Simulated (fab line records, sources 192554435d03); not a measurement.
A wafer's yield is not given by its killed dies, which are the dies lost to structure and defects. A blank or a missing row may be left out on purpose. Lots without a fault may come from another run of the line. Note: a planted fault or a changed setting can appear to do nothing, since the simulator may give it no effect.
A single fault, viewed from 2 desks | flow n5_finfet | numbers are kept per desk, each desk with only its own; the story behind them comes last

== AT THE METROLOGY DESK ==
Means of the sampled wafers that have a number, per lot and without regard to the tool the lot ran on: this is what the gauges read. The brackets show how far a lot's mean lies from the usual mean; more than 4 standard deviations puts the lot out of limits, marked OUT.
Columns: A = cd_nm at N5_BEOL_M9_CD_MEAS_35, usual 70.1 nm; B = M9_RS at N5_BEOL_M9_RS_MEAS_57, usual 0.152 ohm/sq
lot  | first seen here | A    | B
L768 | day 9 17:33     | 70.5 | 0.152
L769 | day 9 17:42     | 70.6 | 0.154
L771 | day 9 22:36     | 69.8 | 0.154
L773 | day 10 16:15    | 70.5 | 0.154
L774 | day 10 17:46    | 69.7 | 0.149
L779 | day 12 09:09    | 70.5 | 0.150
L781 | day 12 17:11    | 69.6 | 0.153
L783 | day 13 08:51    | 69.3 | 0.152
L784 | day 13 09:05    | 69.2 | 0.150
L786 | day 14 14:54    | 70.3 | 0.147
L788 | day 14 19:02    | 70.0 | 0.152
L791 | day 16 00:07    | 69.9 | 0.152
This desk's finding: nothing out of limits on any of the 12 lots.

== FOR THE TOOL OWNER'S DESK: pvd_sputter-02 ==
The tool's own readings at N5_BEOL_M9_SPUTTER_48 (material Cu, target thk 12 nm, time 2 s): means of the sampled wafers that have a number, for each lot that ran on this tool. The brackets show how far a lot's mean lies from the usual mean; more than 4 standard deviations puts the lot out of limits, marked OUT.
Columns: A = cathode_dc_power_W at N5_BEOL_M9_SPUTTER_48, usual 26000 W; B = throttle_valve_pct at N5_BEOL_M9_SPUTTER_48, usual 30.8 %
lot  | first seen here | A                       | B
L773 | day 10 18:03    | 26006                   | 30.9
L774 | day 10 18:58    | 26001                   | 30.8
L781 | day 12 18:18    | 20579 (-99 or more) OUT | 30.8
L783 | day 13 10:17    | 20576 (-99 or more) OUT | 30.8
L784 | day 13 10:26    | 20575 (-99 or more) OUT | 30.8
This desk finds L781, L783, L784 out of limits, L781 being first, at day 12 18:18 (cathode_dc_power_W at N5_BEOL_M9_SPUTTER_48). L773, L774 stayed within limits.

== BROUGHT TOGETHER ==
The tool owner's desk had the chance to raise an alarm at day 12 18:18 on L781, L783, L784.
The metrology desk saw nothing out of limits.
The metrology desk has L781, L783, L784 on record, within its limits.
On pvd_sputter-02, each named lot ran N5_BEOL_M9_SPUTTER_48.

== WHAT WAS PUT IN BY THE SIMULATOR ==
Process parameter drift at N5_BEOL_M9_SPUTTER_48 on pvd_sputter-02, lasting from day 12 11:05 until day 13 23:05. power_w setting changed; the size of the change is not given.
Shown lots that were struck: L781, L783, L784.
Each desk's first reading out of limits, in hours after the fault started: the tool owner's desk, 7.
